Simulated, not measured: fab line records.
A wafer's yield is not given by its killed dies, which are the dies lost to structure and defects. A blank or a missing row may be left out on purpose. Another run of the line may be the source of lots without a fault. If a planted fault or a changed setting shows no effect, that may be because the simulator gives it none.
Which tool was responsible? | flow nandHarc | 18 wafers from 6 lots sampled at 5 of the route's 1302 steps

## WHAT THE GAUGES READ, wafer by wafer
NHARC_END_SORT_01.
lot | measured | on | killedAtArray

## TOOL THAT RAN EACH LOT (tool first, then ch and the chambers of the sampled wafers, then the start)
lot  | NHARC_P_GATE_EXPOSE_23            | NHARC_P_GATE_ETCH_114                        | NHARC_P_GATE_ETCH_32            | NHARC_P_GATE_STRIP_108
L541 | arfiScanner-01 ch 0, day 5 06:55  | rieDiel-01 ch 0,1,3, day 5 07:43 or earlier  | rieSi-04 ch 0,2,3, day 5 07:43  | rieDiel-04 ch 1,2,3, day 5 07:52
L546 | arfiScanner-01 ch 0, day 7 12:18  | rieDiel-01 ch 2,3, day 7 13:07 or earlier    | rieSi-03 ch 0,1,3, day 7 13:07  | rieDiel-04 ch 0,1,3, day 7 13:17
L553 | arfiScanner-03 ch 0, day 10 15:17 | rieDiel-01 ch 1,2,3, day 10 16:05 or earlier | rieSi-03 ch 2,3, day 10 16:05   | rieDiel-04 ch 0,2,3, day 10 16:16
L555 | arfiScanner-03 ch 0, day 11 06:16 | rieDiel-04 ch 0,1,2, day 11 07:02 or earlier | rieSi-03 ch 1,2,3, day 11 07:02 | rieDiel-04 ch 0,1,2, day 11 07:14
L556 | arfiScanner-03 ch 0, day 12 04:23 | rieDiel-01 ch 0,1, day 12 05:11 or earlier   | rieSi-03 ch 0,3, day 12 05:11   | rieDiel-10 ch 2,3, day 12 05:21
L560 | arfiScanner-02 ch 0, day 13 11:13 | rieDiel-10 ch 0,1,3, day 13 12:04 or earlier | rieSi-03 ch 0,1, day 13 12:04   | rieDiel-04 ch 0,2,3, day 13 12:16
- NHARC_P_GATE_EXPOSE_23: exposes mask P GATE, target cd 120 nm.
- NHARC_P_GATE_ETCH_114: etches the open film in CF4/O2, target depth 30 nm, overetch 3 nm, time 16.5 s.
- NHARC_P_GATE_ETCH_32: etches the open film in HBr/Cl2, target depth 150 nm, time 100.1 s.
- NHARC_P_GATE_STRIP_108: strips in O2.

## THE ANSWER, worked out from the rows above alone
Rule: the lots themselves supply what counts as usual. Put in order of their means at a reading, lots are off if they are a third of the lots or fewer, leave a main group of 4 or more, and stand apart from it by a gap of 3 or more times the standard deviation of the main group's means; of several such gaps the widest counts. A main group is skipped when, at the precision printed for the reading in the tables above, its means are all equal. A lot without any number at a reading at which 4 lots or more have one is off too. The other lots that the step has rows for count as sound.
Nothing can be told from this: no lot is off at any reading shown.

## WHAT THE SIMULATOR PUT IN
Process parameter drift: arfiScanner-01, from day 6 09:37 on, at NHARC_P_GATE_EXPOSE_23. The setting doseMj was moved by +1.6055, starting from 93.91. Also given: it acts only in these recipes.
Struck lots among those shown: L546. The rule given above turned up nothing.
